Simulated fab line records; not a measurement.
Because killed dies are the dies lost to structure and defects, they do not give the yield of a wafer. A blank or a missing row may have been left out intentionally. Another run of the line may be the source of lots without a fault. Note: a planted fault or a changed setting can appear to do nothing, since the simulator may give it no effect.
Chamber matching :: flow n5 finfet :: pecvd-02 running N5_BEOL_M2_DEP_57: 3 sister chambers
The step deposits SiCN from 3MS/NH3, target thk 8 nm, time 14 s. 24 wafers are shown with their chamber, then 12 later ones without.

WAFERS PAIRED WITH THEIR CHAMBERS
wafer: L076.1
chamber: 0
showerhead plenum p Torr (Torr): 3.689
throttle valve pct (%): 8.5

wafer: L076.2
chamber: 2
showerhead plenum p Torr (Torr): 3.674
throttle valve pct (%): 9.4

wafer: L076.5
chamber: 0
showerhead plenum p Torr (Torr): 3.675
throttle valve pct (%): 8.8

wafer: L080.2
chamber: 1
showerhead plenum p Torr (Torr): 3.662
throttle valve pct (%): 9.5

wafer: L080.3
chamber: 2
showerhead plenum p Torr (Torr): 3.686
throttle valve pct (%): 9.3

wafer: L080.6
chamber: 0
showerhead plenum p Torr (Torr): 3.687
throttle valve pct (%): 8.6

wafer: L081.1
chamber: 1
showerhead plenum p Torr (Torr): 3.646
throttle valve pct (%): 9.8

wafer: L081.3
chamber: 0
showerhead plenum p Torr (Torr): 3.674
throttle valve pct (%): 8.5

wafer: L081.6
chamber: 1
showerhead plenum p Torr (Torr): 3.660
throttle valve pct (%): 9.5

wafer: L082.2
chamber: 2
showerhead plenum p Torr (Torr): 3.694
throttle valve pct (%): 9.2

wafer: L082.3
chamber: 0
showerhead plenum p Torr (Torr): 3.685
throttle valve pct (%): 8.9

wafer: L082.5
chamber: 0
showerhead plenum p Torr (Torr): 3.676
throttle valve pct (%): 8.8

wafer: L083.1
chamber: 0
showerhead plenum p Torr (Torr): 3.685
throttle valve pct (%): 8.4

wafer: L083.2
chamber: 2
showerhead plenum p Torr (Torr): 3.695
throttle valve pct (%): 9.2

wafer: L083.6
chamber: 0
showerhead plenum p Torr (Torr): 3.694
throttle valve pct (%): 8.5

wafer: L091.2
chamber: 2
showerhead plenum p Torr (Torr): 3.696
throttle valve pct (%): 8.6

wafer: L091.3
chamber: 0
showerhead plenum p Torr (Torr): 3.686
throttle valve pct (%): 8.4

wafer: L091.6
chamber: 0
showerhead plenum p Torr (Torr): 3.684
throttle valve pct (%): 8.4

wafer: L089.1
chamber: 0
showerhead plenum p Torr (Torr): 3.682
throttle valve pct (%): 8.6

wafer: L089.2
chamber: 1
showerhead plenum p Torr (Torr): 3.655
throttle valve pct (%): 9.6

wafer: L089.6
chamber: 0
showerhead plenum p Torr (Torr): 3.684
throttle valve pct (%): 8.6

wafer: L090.3
chamber: 2
showerhead plenum p Torr (Torr): 3.676
throttle valve pct (%): 8.5

wafer: L090.4
chamber: 0
showerhead plenum p Torr (Torr): 3.683
throttle valve pct (%): 9.1

wafer: L090.5
chamber: 2
showerhead plenum p Torr (Torr): 3.679
throttle valve pct (%): 8.5

SIGNATURES (averages over the wafers above)
reading: showerhead plenum p Torr
chamber 0: 3.68338
chamber 1: 3.65575
chamber 2: 3.68571
scatter within a chamber: 0.00716

reading: throttle valve pct
chamber 0: 8.623
chamber 1: 9.600
chamber 2: 8.957
scatter within a chamber: 0.276
Rule: a wafer lies at a distance from a chamber equal to the root of the sum of squares, over the readings, of (its reading less the chamber's mean, divided by the reading's scatter). If the next closest chamber is less than 2 further off than the closest, the wafer can't be placed; otherwise it belongs to the closest. How the scatter is found: for the shown wafers, subtract from each reading the mean of its chamber, square and add these, divide the total by (wafers less chambers), then take the root.

WAFERS WITHOUT THEIR CHAMBER
wafer: L092.1
showerhead plenum p Torr (Torr): 3.685
throttle valve pct (%): 8.7

wafer: L092.2
showerhead plenum p Torr (Torr): 3.649
throttle valve pct (%): 9.7

wafer: L092.5
showerhead plenum p Torr (Torr): 3.680
throttle valve pct (%): 8.4

wafer: L093.1
showerhead plenum p Torr (Torr): 3.689
throttle valve pct (%): 8.7

wafer: L093.2
showerhead plenum p Torr (Torr): 3.656
throttle valve pct (%): 9.5

wafer: L093.5
showerhead plenum p Torr (Torr): 3.687
throttle valve pct (%): 8.6

wafer: L094.1
showerhead plenum p Torr (Torr): 3.671
throttle valve pct (%): 8.4

wafer: L094.2
showerhead plenum p Torr (Torr): 3.660
throttle valve pct (%): 9.8

wafer: L094.4
showerhead plenum p Torr (Torr): 3.687
throttle valve pct (%): 8.5

wafer: L095.1
showerhead plenum p Torr (Torr): 3.686
throttle valve pct (%): 8.6

wafer: L095.3
showerhead plenum p Torr (Torr): 3.683
throttle valve pct (%): 8.2

wafer: L095.6
showerhead plenum p Torr (Torr): 3.658
throttle valve pct (%): 9.7

CHAMBER TAKEN BY EACH
wafer: L092.1
from the rows above: can't be placed: 0 or 2
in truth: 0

wafer: L092.2
from the rows above: 1
in truth: 1

wafer: L092.5
from the rows above: can't be placed: 0 or 2
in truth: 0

wafer: L093.1
from the rows above: can't be placed: 0 or 2
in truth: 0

wafer: L093.2
from the rows above: 1
in truth: 1

wafer: L093.5
from the rows above: can't be placed: 0 or 2
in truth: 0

wafer: L094.1
from the rows above: can't be placed: 0 or 2
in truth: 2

wafer: L094.2
from the rows above: 1
in truth: 1

wafer: L094.4
from the rows above: can't be placed: 0 or 2
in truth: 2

wafer: L095.1
from the rows above: can't be placed: 0 or 2
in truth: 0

wafer: L095.3
from the rows above: can't be placed: 0 or 2
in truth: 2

wafer: L095.6
from the rows above: 1
in truth: 1
Correct placement for 4 of the 12. Cannot be placed on the basis of these rows: 8; the candidates contain the true chamber in 8. Placed wrongly: 0.
